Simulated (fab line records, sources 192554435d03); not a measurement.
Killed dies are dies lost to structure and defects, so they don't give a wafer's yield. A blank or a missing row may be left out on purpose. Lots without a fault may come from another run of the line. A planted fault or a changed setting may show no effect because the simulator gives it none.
Chamber matching | flow n5_finfet | N5_BEOL_M1_DEP_57 on pecvd-01: 3 sister chambers
The step deposits SiCN from 3MS/NH3, target thk 8 nm, time 14 s. 30 wafers are shown with their chamber, then 12 later ones without.

WAFERS WITH THEIR CHAMBER
wafer  | chamber | throttle_valve_pct (%) | showerhead_plenum_p_Torr (Torr)
L075.1 | 1       | 8.9                    | 3.655
L075.2 | 2       | 8.0                    | 3.676
L075.3 | 0       | 9.7                    | 3.653
L076.1 | 0       | 9.9                    | 3.652
L076.2 | 2       | 7.8                    | 3.671
L076.5 | 2       | 8.0                    | 3.676
L078.4 | 0       | 9.8                    | 3.652
L078.5 | 1       | 8.9                    | 3.646
L078.6 | 2       | 8.4                    | 3.675
L079.2 | 0       | 9.6                    | 3.651
L079.3 | 2       | 8.1                    | 3.670
L079.6 | 1       | 8.9                    | 3.642
L080.1 | 0       | 9.6                    | 3.644
L080.3 | 2       | 7.8                    | 3.682
L080.4 | 1       | 8.7                    | 3.638
L081.1 | 1       | 8.9                    | 3.638
L081.2 | 0       | 9.8                    | 3.660
L081.6 | 2       | 8.3                    | 3.669
L082.2 | 1       | 8.8                    | 3.642
L082.4 | 1       | 8.8                    | 3.650
L082.5 | 0       | 9.7                    | 3.658
L086.2 | 2       | 8.4                    | 3.664
L086.3 | 1       | 8.7                    | 3.639
L086.6 | 0       | 9.7                    | 3.651
L087.1 | 1       | 8.6                    | 3.643
L087.2 | 0       | 9.5                    | 3.655
L087.3 | 2       | 8.1                    | 3.665
L087.4 | 1       | 9.2                    | 3.640
L087.5 | 0       | 9.7                    | 3.644
L087.6 | 2       | 7.8                    | 3.671

SIGNATURES (means of the wafers above)
reading                  | chamber 0 | chamber 1 | chamber 2 | scatter within a chamber
throttle_valve_pct       | 9.700     | 8.840     | 8.070     | 0.179
showerhead_plenum_p_Torr | 3.65200   | 3.64330   | 3.67190   | 0.0054
Rule: a wafer's distance from a chamber is the root of the sum, over the readings, of the square of ((its reading less the chamber's mean) divided by the reading's scatter). The wafer belongs to the nearest chamber; if the next one is less than 2 further off, it can't be placed. The scatter: the root of (the sum of the squares of (reading less its chamber's mean) over the shown wafers, divided by (wafers less chambers)).

WAFERS WITHOUT THEIR CHAMBER
wafer  | throttle_valve_pct (%) | showerhead_plenum_p_Torr (Torr)
L088.1 | 8.8                    | 3.649
L088.4 | 8.7                    | 3.644
L088.5 | 9.5                    | 3.648
L090.1 | 8.2                    | 3.672
L090.2 | 8.8                    | 3.640
L090.3 | 9.6                    | 3.654
L090.4 | 8.2                    | 3.660
L090.5 | 8.8                    | 3.644
L090.6 | 9.6                    | 3.646
L096.1 | 9.5                    | 3.649
L096.2 | 8.7                    | 3.652
L096.4 | 8.0                    | 3.671

WHICH CHAMBER EACH WENT THROUGH
wafer  | from the rows above | in truth
L088.1 | 1                   | 1
L088.4 | 1                   | 1
L088.5 | 0                   | 0
L090.1 | 2                   | 2
L090.2 | 1                   | 1
L090.3 | 0                   | 0
L090.4 | 2                   | 2
L090.5 | 1                   | 1
L090.6 | 0                   | 0
L096.1 | 0                   | 0
L096.2 | 1                   | 1
L096.4 | 2                   | 2
Placed correctly: 12 of 12. Can't be placed from these rows: 0. Placed wrongly: 0.
